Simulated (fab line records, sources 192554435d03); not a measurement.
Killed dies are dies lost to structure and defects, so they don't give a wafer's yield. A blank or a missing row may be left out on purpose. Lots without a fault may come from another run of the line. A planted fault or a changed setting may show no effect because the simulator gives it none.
One fault seen from 2 desks | flow n5_finfet | each desk has only its own numbers; what lay behind them comes last

THE TOOL OWNER'S DESK: litho_track-02
The tool's own readings at N5_BEOL_M7_COAT_59 (time 60 s, resist thk 100 nm): means of the sampled wafers that have a number, for each lot that ran on this tool. A lot is out of limits, marked OUT, if its mean lies more than 4 standard deviations from the usual mean; the brackets give that distance.
Columns: A = spin_speed_rpm at N5_BEOL_M7_COAT_59, usual 1500.1 rpm
lot  | first seen here | A
L799 | day 8 20:32     | 1499.5
L801 | day 9 16:42     | 1500.0
L806 | day 10 20:47    | 1500.4
L809 | day 11 09:41    | 1254.6 (-99 or more) OUT
L811 | day 12 08:06    | 1255.1 (-99 or more) OUT
L821 | day 15 03:28    | 1498.7
This desk's finding: out of limits on L809, L811; first on L809, day 11 09:41 (spin_speed_rpm at N5_BEOL_M7_COAT_59). In limits: L799, L801, L806, L821.

THE METROLOGY DESK
What the gauges read, lot by lot, whatever tool the lot ran on: means of the sampled wafers that have a number. A lot is out of limits, marked OUT, if its mean lies more than 4 standard deviations from the usual mean; the brackets give that distance.
Columns: A = M6_RS at N5_BEOL_M6_RS_MEAS_57, usual 0.284 ohm/sq
lot  | first seen here | A
L799 | day 8 18:40     | 0.280
L798 | day 8 20:50     | 0.292
L801 | day 9 14:47     | 0.278
L806 | day 10 18:55    | 0.296
L809 | day 11 07:34    | 0.284
L811 | day 12 06:28    | 0.271
L817 | day 13 11:52    | 0.276
L815 | day 13 15:51    | 0.278
L818 | day 14 18:26    | 0.289
L821 | day 15 01:25    | 0.297
L820 | day 15 06:24    | 0.299
This desk's finding: nothing out of limits on any of the 11 lots.

PUT TOGETHER
The tool owner's desk could have raised an alarm at day 11 09:41, on L809, L811.
The metrology desk saw nothing out of limits.
The metrology desk has L809, L811 on record, within its limits.
Of the lots named, all ran N5_BEOL_M7_COAT_59 on litho_track-02.

WHAT THE SIMULATOR HAD PUT IN
Process parameter drift: litho_track-02, from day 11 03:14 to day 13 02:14, at N5_BEOL_M7_COAT_59. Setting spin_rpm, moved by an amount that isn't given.
Lots struck among those shown: L809, L811.
Hours from the fault's start to each desk's first reading out of limits: the tool owner's desk, 6.
